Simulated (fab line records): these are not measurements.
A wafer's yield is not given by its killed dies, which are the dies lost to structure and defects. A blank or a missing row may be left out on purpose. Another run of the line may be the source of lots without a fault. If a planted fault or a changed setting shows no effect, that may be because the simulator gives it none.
Matching of chambers -- flow nand-harc -- pecvd-01 running NHARC_THIN_TSV_DEP_43: 3 sister chambers
The step deposits SiO2, target thk 1328.5 nm. 18 wafers are shown with their chamber, then 9 later ones without.

WAFERS WITH THEIR CHAMBER
wafer,chamber,showerhead-vpp-V (V),throttle-valve-pct (%)
L074.1,2,1883,16.0
L074.2,1,1742,15.8
L074.6,0,2006,15.8
L079.4,1,1787,16.1
L079.5,2,1883,15.9
L079.6,0,2001,15.9
L082.3,2,1905,16.1
L082.5,1,1800,16.1
L082.6,2,1868,16.0
L083.1,2,1906,16.2
L083.3,1,1783,16.4
L083.6,0,1995,16.2
L091.1,2,1851,16.2
L091.4,2,1871,16.2
L091.6,0,2028,16.2
L092.1,2,1896,16.1
L092.3,1,1805,16.1
L092.4,2,1888,16.3

SIGNATURES, as means of the wafers listed above
reading,chamber 0,chamber 1,chamber 2,scatter within a chamber
showerhead-vpp-V,2007.50,1783.40,1883.44,19.5
throttle-valve-pct,16.025,16.100,16.111,0.171
Rule: distance of a wafer from a chamber = root of the sum over the readings of ((wafer's reading minus chamber's mean) / reading's scatter) squared. If the next closest chamber is less than 2 further off than the closest, the wafer can't be placed; otherwise it belongs to the closest. The scatter is the square root of a quotient: the sum, over the shown wafers, of each reading's squared deviation from its chamber's mean, divided by wafers minus chambers.

WAFERS WITHOUT THEIR CHAMBER
wafer,showerhead-vpp-V (V),throttle-valve-pct (%)
L096.3,1884,16.2
L096.4,1900,16.2
L096.6,1804,16.5
L095.1,1998,16.5
L095.2,1796,16.2
L095.3,1868,16.2
L097.2,1826,16.3
L097.3,2039,16.7
L097.4,1786,16.6

WHICH CHAMBER EACH ONE RAN IN
wafer,from the rows above,in truth
L096.3,2,2
L096.4,2,2
L096.6,1,1
L095.1,0,0
L095.2,1,1
L095.3,2,2
L097.2,can't be placed: 1 or 2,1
L097.3,0,0
L097.4,1,1
8 of 9 placed correctly. From these rows, 1 cannot be placed; in 1 the true chamber is one of the candidates. Number placed wrongly: 0.
